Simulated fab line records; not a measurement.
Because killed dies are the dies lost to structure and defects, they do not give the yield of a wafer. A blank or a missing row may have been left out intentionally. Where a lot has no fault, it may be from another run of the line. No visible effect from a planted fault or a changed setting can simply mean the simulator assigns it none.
2 desks looking at one fault || flow n5 finfet || every desk sees just its own numbers, and what lay behind them comes last

AT THE METROLOGY DESK
Lot by lot, what the gauges showed, no matter which tool ran the lot: averages of those sampled wafers that carry a number. Any lot whose mean is over 4 standard deviations away from the usual mean is out of limits and marked OUT; that distance is given in the brackets. 7 of its 12 readings are shown, namely those furthest out on some lot.
Columns: A = NWFM_OVL at N5_HKMG_FIN_OVL_MEAS_13, usual -0.4 nm; B = DIBL_N at N5_BEOL_M4_RC_MEAS_101, usual 36.0 mV/V; C = DIBL_P at N5_BEOL_M4_RC_MEAS_101, usual 36.7 mV/V; D = IOFF_P at N5_BEOL_M4_RC_MEAS_101, usual 0.21 nA/um; E = SS_N at N5_BEOL_M4_RC_MEAS_101, usual 71.5 mV/dec; F = SS_P at N5_BEOL_M4_RC_MEAS_101, usual 73.4 mV/dec; G = VT_P at N5_BEOL_M4_RC_MEAS_101, usual -251 mV
{"lot": "L101", "first seen here": "day 5 05:48", "A": 0.3, "B": 32.4, "C": 33.3, "D": 0.17, "E": 70.9, "F": 72.0, "G": -252}
{"lot": "L104", "first seen here": "day 5 22:03", "A": -0.7, "B": 32.7, "C": 35.6, "D": 0.19, "E": 71.9, "F": 72.7, "G": -252}
{"lot": "L106", "first seen here": "day 6 07:35", "A": 0.0, "B": 35.9, "C": 38.1, "D": 0.22, "E": 71.0, "F": 73.6, "G": -251}
{"lot": "L108", "first seen here": "day 6 20:59", "A": 0.0, "B": 37.2, "C": 37.0, "D": 0.23, "E": 71.7, "F": 73.6, "G": -251}
{"lot": "L109", "first seen here": "day 7 02:52", "A": 0.6, "B": 34.6, "C": 31.5, "D": 0.19, "E": 70.6, "F": 72.5, "G": -249}
{"lot": "L113", "first seen here": "day 8 03:45", "A": -0.8, "B": 33.9, "C": 34.5, "D": 0.16, "E": 70.5, "F": 73.0, "G": -254}
{"lot": "L115", "first seen here": "day 8 15:43", "A": -0.8, "B": 31.3, "C": 32.9, "D": 0.15, "E": 70.4, "F": 72.6, "G": -255}
{"lot": "L117", "first seen here": "day 9 05:27", "A": 0.5, "B": 35.0, "C": 35.1, "D": 0.21, "E": 71.8, "F": 73.2, "G": -250}
{"lot": "L119", "first seen here": "day 9 16:51", "A": -0.4, "B": 35.8, "C": 38.0, "D": 0.22, "E": 71.2, "F": 73.5, "G": -250}
{"lot": "L120", "first seen here": "day 10 00:40", "A": -0.3, "B": 36.0, "C": 37.0, "D": 0.17, "E": 71.3, "F": 73.2, "G": -256}
This desk's verdict: no lot among the 10 shows anything out of limits.

FOR THE TOOL OWNER'S DESK: rie diel-06
The tool's own readings at N5_HKMG_FIN_ETCH_35 (etches SOC in N2/H2, target depth 215.8 nm, time 243.4 s): means of the sampled wafers that have a number, for each lot that ran on this tool. Any lot whose mean is over 4 standard deviations away from the usual mean is out of limits and marked OUT; that distance is given in the brackets.
Columns: A = drypump motor current A at N5_HKMG_FIN_ETCH_35, usual 5.8 A; B = n2 flow sccm at N5_HKMG_FIN_ETCH_35, usual 199.9 sccm; C = oes product au at N5_HKMG_FIN_ETCH_35, usual 0.76 a.u.; D = rf vpp V at N5_HKMG_FIN_ETCH_35, usual 141.3 V; E = run length s at N5_HKMG_FIN_ETCH_35, usual 266.5 s; F = showerhead plenum p Torr at N5_HKMG_FIN_ETCH_35, usual 2.49 Torr; G = throttle valve pct at N5_HKMG_FIN_ETCH_35, usual 17.87 %
{"lot": "L101", "first seen here": "day 5 06:56", "A": 6.4, "B": 199.6, "C": 0.71, "D": 140.8, "E": 266.3, "F": 2.50, "G": 18.07}
{"lot": "L104", "first seen here": "day 5 23:25", "A": 6.3, "B": 200.0, "C": 0.87, "D": 141.2, "E": 266.5, "F": 2.50, "G": 17.87}
{"lot": "L109", "first seen here": "day 7 04:09", "A": 6.0, "B": 200.0, "C": 0.78, "D": 140.9, "E": 267.2, "F": 2.48, "G": 18.01}
{"lot": "L113", "first seen here": "day 8 05:01", "A": 6.2, "B": 199.9, "C": 0.81, "D": 141.6, "E": "297.9 (+70) OUT", "F": 2.49, "G": 17.96}
{"lot": "L115", "first seen here": "day 8 17:02", "A": 6.4, "B": 200.1, "C": 0.76, "D": 141.9, "E": "287.3 (+46) OUT", "F": 2.49, "G": 18.01}
{"lot": "L117", "first seen here": "day 9 06:47", "A": 6.0, "B": 199.8, "C": 0.79, "D": 141.4, "E": "297.7 (+69) OUT", "F": 2.46, "G": 17.98}
This desk finds L113, L115, L117 out of limits, L113 being first, at day 8 05:01 (run length s at N5_HKMG_FIN_ETCH_35). In limits: L101, L104, L109.

TAKEN TOGETHER
At day 8 05:01, on L113, L115, L117, the tool owner's desk was in a position to raise an alarm.
At the metrology desk, nothing out of limits was observed.
The metrology desk holds a record of L113, L115, L117, inside its limits.
Every lot named ran N5_HKMG_FIN_ETCH_35 on rie diel-06.

WHAT THE SIMULATOR PUT IN
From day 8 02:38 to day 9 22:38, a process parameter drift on rie diel-06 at N5_HKMG_FIN_ETCH_35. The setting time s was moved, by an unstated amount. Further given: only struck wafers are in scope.
Shown lots that were struck: L113, L115, L117.
Hours from the fault's start to each desk's first reading out of limits: the tool owner's desk, 2.
